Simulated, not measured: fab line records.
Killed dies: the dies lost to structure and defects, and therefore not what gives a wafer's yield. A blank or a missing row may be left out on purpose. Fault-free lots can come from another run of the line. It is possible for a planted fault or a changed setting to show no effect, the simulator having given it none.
fab line records	flow nand_harc
record: lots: 14	wafers: 42	last_day: 22
route steps=1159 shown P_M1@302
lots that met no fault: taken from a fault-free run of the same line
start_h: start of the lot's first displayed wafer, in hours after the record's first day	wait_h: hours since the lot's step before	" the same as in the row above	L1.1+2: a row that stands for several wafers	- value missing, or start not given	* or withheld: withheld	< > ~ a bound
route shown NAME@n: a module of which the file shows steps, and the number in the route of the first	usual: average and standard deviation across the fault-free wafers	same: alike in all rows	chamber/n: place in a boat	sites: the reading at each site	_std_site: their standard deviation	_edge_site: mean of outer sites minus mean of inner sites	radius_mm: how far each site lies from the wafer's centre	mask NAME#n: copy n	behind: the tool/chamber that last shaped the wafer	hold: the reason the lot was held/the length of the hold in hours/how it ended	device: names the non-switching transistor (n, p or np)	end of line: at the end of the route, the tests of the same wafers	a step given without rows: its recipe and nothing more	killed: count of dies lost to structure and defects at first sort (not the wafer's yield)	map: per-die view of a wafer (x killed, . not killed, _ where there is no die)
set.NAME: the setting as run; set.NAME@STEP: as run at that earlier step	model.NAME: the simulator's own value behind a step, which no gauge read
the route's steps for a sample of lots (tables are steps, rows are wafers)
services: the hour from which a tool's chamber was out of use, counted from the record's first day as start_h (under 0 if before that day), plus the number of hours and why
== steps ==
step: NHARC_P_M1_STRIP_18
recipe: power_w: 1000	n2_flow_sccm: 150	h2_flow_sccm: 150	ar_flow_sccm: 0	bias_w: 0	chemistry: N2/H2
usual: drypump_motor_current_A: 5.47/0.29	oes_product_au: 1.000/0.007	rf_vpp_V: 90.6/1.1	showerhead_plenum_p_Torr: 2.02/0.073	throttle_valve_pct: 14.171/0.0092
lot.wafer	tool	chamber	start_h	wait_h	drypump_motor_current_A	oes_product_au	rf_hours_counter_h	rf_vpp_V	showerhead_plenum_p_Torr	throttle_valve_pct
L884.2	rie_diel-01	2	119.59	0.1	4.91	1.007	11	90.8	2.08	14.184
L884.5	"	0	"	"	5.59	1.009	-	91.9	2.08	14.161
L884.6	"	2	"	"	4.92	0.992	-	90.4	2.08	14.179
L887.3	rie_diel-13	1	138.65	0.1	5.41	1.005	1	89.0	2.06	14.163
L887.4	"	2	"	"	5.21	1.001	1	90.6	1.93	14.155
L887.1	"	3	"	"	5.72	1.006	1	91.2	2.10	14.166
L886.2	rie_diel-03	0	139.70	0.1	5.03	1.004	6	90.0	2.00	14.189
L886.1	"	2	"	"	5.35	1.004	6	91.6	1.90	14.170
L886.5	"	0	"	"	5.02	0.993	-	88.7	2.00	14.166
L889.2	rie_diel-01	0	152.56	0.1	5.59	0.999	0	91.3	2.08	14.173
L889.5	"	0	"	"	5.61	1.003	-	90.3	2.08	14.179
L889.6	"	1	"	"	5.38	1.007	-	89.2	1.98	14.171
L888.1	rie_diel-03	1	153.04	0.1	5.73	0.993	6	89.9	1.90	14.164
L888.2	"	2	"	"	5.39	1.001	7	90.2	1.90	14.176
L888.3	"	0	"	"	5.04	0.994	7	90.9	2.00	14.162
L890.4	rie_diel-13	3	153.20	0.1	5.70	1.006	1	91.2	2.10	14.160
L890.3	"	0	"	"	5.64	0.991	1	90.4	1.98	14.156
L890.5	"	2	"	"	5.19	1.011	-	91.2	1.93	14.155
L891.1	rie_diel-01	3	164.63	0.1	5.98	0.994	0	89.3	2.08	14.161
L891.4	"	0	"	"	5.62	1.008	0	91.1	2.08	14.186
L891.5	"	2	"	"	4.93	0.997	-	89.9	2.08	14.165
L892.3	rie_diel-01	3	170.31	0.1	5.97	1.006	1	92.4	2.08	14.161
L892.2	"	1	"	"	5.38	1.018	1	90.3	1.98	14.158
L892.4	"	0	"	"	5.59	1.008	-	91.6	2.08	14.165
L893.2	rie_diel-01	0	178.99	0.1	5.59	1.015	2	92.2	2.08	14.159
L893.1	"	1	"	"	5.32	1.000	2	90.2	1.98	14.158
L893.6	"	1	"	"	5.37	1.002	-	90.5	1.98	14.178
L894.2	rie_diel-01	0	184.63	0.1	5.60	0.997	3	92.2	2.08	14.169
L894.5	"	0	"	"	5.60	0.998	-	91.2	2.08	14.158
L894.4	"	1	"	"	5.32	1.000	-	91.1	1.98	14.167
L895.4	rie_diel-13	0	199.12	0.1	5.65	0.997	2	89.7	1.98	14.180
L895.1	"	2	"	"	5.17	1.005	2	87.5	1.93	14.175
L895.6	"	0	"	"	5.65	0.998	-	89.3	1.98	14.167
L896.2	rie_diel-01	3	200.70	0.2	5.97	1.004	4	91.2	2.08	14.155
L896.5	"	0	"	"	5.61	1.007	-	90.6	2.08	14.167
L896.6	"	1	"	"	5.32	1.011	-	91.1	1.98	14.163
L900.2	rie_diel-13	2	225.78	0.1	5.17	0.998	3	89.5	1.93	14.165
L900.4	"	3	"	"	5.71	1.000	3	91.4	2.10	14.170
L900.5	"	0	"	"	5.64	1.002	-	90.5	1.98	14.176
L901.3	rie_diel-13	0	226.66	0.1	5.64	0.997	3	91.8	1.98	14.170
L901.2	"	1	"	"	5.42	0.993	3	91.6	2.06	14.162
L901.5	"	3	"	"	5.70	1.002	-	91.8	2.10	14.162
step: NHARC_P_M1_PVD_21
recipe: target_thk_a: 300	chamber_pressure_pa: 5	power_w: 5000	substrate_temp_c: 30	time_s: 20.49	material: Cu
usual: cathode_dc_power_W: 5000.0/0.89	chamber_pressure_pa: 5.000/0.011	substrate_temp_c: 30.01/0.11	throttle_valve_pct: 29.5/0.81
lot.wafer	tool	chamber	start_h	wait_h	cathode_dc_power_W	chamber_pressure_pa	substrate_temp_c	throttle_valve_pct
L884.2	pvd_sputter-03	-	120.46	-	4999.9	5.026	29.95	27.6
L884.6	"	-	"	"	5001.7	5.002	30.12	28.8
L884.5	"	-	"	"	4999.5	4.989	30.17	29.6
L887.1	pvd_sputter-01	-	139.52	-	4998.6	4.998	30.15	29.1
L887.3	"	-	"	"	5000.9	5.000	30.05	29.4
L887.4	"	-	"	"	4997.9	5.009	29.92	29.4
L886.1	pvd_sputter-03	-	140.56	-	4999.4	4.979	30.00	27.9
L886.2	"	-	"	"	5000.9	4.998	30.20	31.0
L886.5	"	-	"	"	5002.3	4.998	30.06	28.8
L889.2	pvd_sputter-03	-	153.44	-	4999.4	5.005	29.83	28.8
L889.6	"	-	"	"	5001.2	5.008	29.99	31.2
L889.5	"	-	"	"	5000.5	5.005	29.84	28.8
L888.3	pvd_sputter-01	-	153.97	-	4999.1	4.999	29.79	29.2
L888.2	"	-	"	"	4999.5	4.996	30.07	29.4
L888.1	"	-	"	"	4999.6	4.987	29.92	30.5
L890.3	pvd_sputter-02	-	154.02	-	5000.8	4.995	30.14	29.4
L890.4	"	-	"	"	5000.6	4.999	29.91	29.2
L890.5	"	-	"	"	4999.9	5.023	29.95	29.1
L891.4	pvd_sputter-01	-	165.47	-	5001.0	5.001	29.91	30.7
L891.1	"	-	"	"	5000.5	4.991	29.99	29.2
L891.5	"	-	"	"	4999.7	4.992	29.81	30.5
L892.4	pvd_sputter-01	-	171.29	-	4999.8	5.001	29.99	29.3
L892.3	"	-	"	"	5000.6	5.016	29.87	29.7
L892.2	"	-	"	"	4999.3	5.010	30.02	29.6
L893.2	pvd_sputter-01	-	179.90	-	4999.4	4.986	30.04	29.6
L893.1	"	-	"	"	5000.7	5.006	29.99	29.0
L893.6	"	-	"	"	5000.1	5.018	29.97	29.4
L894.2	pvd_sputter-03	-	185.53	-	5000.3	4.987	29.86	27.8
L894.4	"	-	"	"	4999.0	4.997	29.82	29.0
L894.5	"	-	"	"	4998.8	5.016	30.01	30.8
L895.4	pvd_sputter-02	-	199.98	-	4999.4	5.001	29.90	29.5
L895.1	"	-	"	"	4998.4	5.001	30.20	29.4
L895.6	"	-	"	"	4999.3	4.998	30.06	29.3
L896.2	pvd_sputter-02	-	201.52	-	5000.7	5.005	30.21	29.4
L896.5	"	-	"	"	4999.5	5.003	30.05	29.3
L896.6	"	-	"	"	4998.0	5.008	30.09	28.7
L900.4	pvd_sputter-02	-	226.60	-	-	-	-	-
L900.2	"	-	"	"	-	-	-	-
L900.5	"	-	"	"	-	-	-	-
L901.2	pvd_sputter-01	-	227.50	-	-	-	-	-
L901.3	"	-	"	"	-	-	-	-
L901.5	"	-	"	"	-	-	-	-
step: NHARC_P_M1_CMP_23
recipe: t_overpolish_s: 20	target_thk_nm: 157.82
usual: motor_current_A: 12.4/1.6	pad_life_wafers: 360/120	time_to_endpoint_s: 28.3/2.1
lot.wafer	tool	chamber	start_h	wait_h	motor_current_A	pad_life_wafers	time_to_endpoint_s
L884.2	cmp-03	3	121.35	-	14.9	356	27.5
L884.5	"	1	"	"	12.8	-	28.1
L884.6	"	2	"	"	11.1	-	31.0
L887.4	cmp-01	3	140.40	-	12.4	265	28.4
L887.3	"	0	"	"	12.6	266	26.9
L887.1	"	1	"	"	12.4	267	28.8
L886.1	cmp-04	3	141.52	-	11.1	162	26.4
L886.2	"	1	"	"	12.8	164	27.0
L886.5	"	0	"	"	12.0	-	27.1
L889.2	cmp-01	1	154.31	-	12.2	324	30.3
L889.5	"	1	"	"	12.2	-	32.4
L889.6	"	2	"	"	11.1	-	29.1
L888.2	cmp-03	2	154.87	-	10.9	546	26.3
L888.3	"	3	"	"	15.4	547	24.2
L888.1	"	0	"	"	11.7	548	27.3
L890.4	cmp-01	2	154.89	-	10.0	330	25.2
L890.3	"	0	"	"	12.4	332	29.2
L890.5	"	2	"	"	10.4	-	24.8
L891.4	cmp-01	2	166.32	-	10.2	420	30.2
L891.1	"	0	"	"	11.3	422	30.0
L891.5	"	3	"	"	13.0	-	28.4
L892.3	cmp-04	2	172.15	-	14.8	330	32.6
L892.2	"	3	"	"	10.5	331	28.3
L892.4	"	0	"	"	11.6	332	31.8
L893.1	cmp-04	1	180.77	-	12.5	372	31.5
L893.2	"	0	"	"	12.0	375	30.2
L893.6	"	2	"	"	15.8	-	28.1
L894.4	cmp-03	3	186.46	-	14.8	140	29.0
L894.2	"	0	"	"	11.6	141	32.2
L894.5	"	1	"	"	13.3	-	27.7
L895.1	cmp-04	1	201.13	-	12.8	492	30.7
L895.4	"	2	"	"	16.0	493	28.8
L895.6	"	2	"	"	14.8	-	28.5
L896.2	cmp-04	2	202.67	-	14.7	498	29.0
L896.5	"	2	"	"	15.3	-	30.5
L896.6	"	3	"	"	10.8	-	26.3
L900.2	cmp-01	1	227.51	-	12.6	260	30.5
L900.4	"	2	"	"	10.4	261	26.1
L900.5	"	3	"	"	12.9	-	27.4
L901.2	cmp-04	1	228.39	-	12.7	126	29.1
L901.3	"	3	"	"	10.6	128	27.0
L901.5	"	2	"	"	15.3	-	28.6
step: NHARC_P_M1_INSPECT_27
usual: raw_defect_count: 303/110
lot.wafer	tool	chamber	start_h	wait_h	raw_defect_count
L884.2	defect_inspect-01	-	121.77	0.0	221
L884.5	"	-	"	"	354
L884.6	"	-	"	"	452
L887.1	defect_inspect-02	-	140.85	0.0	643
L887.3	"	-	"	"	357
L887.4	"	-	"	"	436
L886.1	defect_inspect-01	-	141.99	0.0	348
L886.2	"	-	"	"	285
L886.5	"	-	"	"	292
L889.2	defect_inspect-01	-	154.78	0.0	387
L889.5	"	-	"	"	315
L889.6	"	-	"	"	428
L888.1	defect_inspect-01	-	155.34	0.0	150
L888.2	"	-	"	"	133
L888.3	"	-	"	"	200
L890.3	defect_inspect-02	-	155.36	0.0	202
L890.4	"	-	"	"	339
L890.5	"	-	"	"	370
L891.1	defect_inspect-02	-	166.79	0.0	324
L891.4	"	-	"	"	178
L891.5	"	-	"	"	273
L892.2	defect_inspect-02	-	172.62	0.0	168
L892.3	"	-	"	"	274
L892.4	"	-	"	"	190
L893.1	defect_inspect-01	-	181.23	0.0	240
L893.2	"	-	"	"	220
L893.6	"	-	"	"	275
L894.2	defect_inspect-01	-	186.88	0.0	215
L894.4	"	-	"	"	237
L894.5	"	-	"	"	183
L895.1	defect_inspect-02	-	201.60	0.0	278
L895.4	"	-	"	"	247
L895.6	"	-	"	"	294
L896.2	defect_inspect-01	-	203.16	0.0	387
L896.5	"	-	"	"	361
L896.6	"	-	"	"	263
L900.2	defect_inspect-01	-	227.93	0.0	380
L900.4	"	-	"	"	264
L900.5	"	-	"	"	312
L901.2	defect_inspect-02	-	228.86	0.0	187
L901.3	"	-	"	"	190
L901.5	"	-	"	"	262
== services ==
tool	chamber	start_h	hours	kind
cmp-03	-	96.85	0.9	repair
rie_diel-13	-	99.00	9.0	pm
pvd_sputter-03	-	102.00	10.0	pm
cmp-04	-	105.11	4.0	pm
rie_diel-01	2	106.34	5.2	repair
cmp-04	-	114.56	0.2	repair
rie_diel-01	1	118.32	1.4	repair
rie_diel-13	3	122.42	1.4	repair
cmp-01	-	130.09	0.4	repair
rie_diel-01	-	137.80	9.0	pm
cmp-03	-	144.78	0.5	repair
cmp-01	-	145.22	1.7	repair
cmp-04	-	154.28	1.1	repair
cmp-03	-	158.89	4.0	pm
cmp-03	-	168.37	3.5	repair
rie_diel-01	2	169.09	25.7	repair
rie_diel-13	-	170.27	0.5	repair
rie_diel-01	-	179.47	0.5	repair
cmp-01	-	179.65	4.0	pm
pvd_sputter-01	-	198.96	10.0	pm
cmp-04	-	203.11	4.0	pm
pvd_sputter-02	-	214.00	10.0	pm
cmp-03	-	227.37	2.7	repair
rie_diel-13	0	227.48	4.7	repair
== key ==
first_sign: step: NHARC_P_M1_PVD_21	reading: tool_record	direction: missing
effect none on later readings
met_at NHARC_P_M1_PVD_21
struck_lots L900,L901
later_rows_left_out L900.2,L900.4,L900.5,L901.2,L901.3,L901.5
sort_left_out L900.2,L900.4,L900.5,L901.2,L901.3,L901.5
not_acting_at NHARC_P_M1_STRIP_18,NHARC_P_M1_CMP_23,NHARC_P_M1_INSPECT_27
onset_between 201.52 226.60
fault: kind: skipped_step_whole	tool: pvd_sputter-01,pvd_sputter-02	chamber: -	onset_h: 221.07	steps: NHARC_P_M1_PVD_21	scope: struck_lots_only
sort_left_out: the simulated sort isn't trusted on such a fault, so these wafers' sort isn't shown, and their yield isn't known
later_rows_left_out: the simulator's readings of these wafers behind a module that went badly wrong aren't trusted and aren't shown, but for the sort
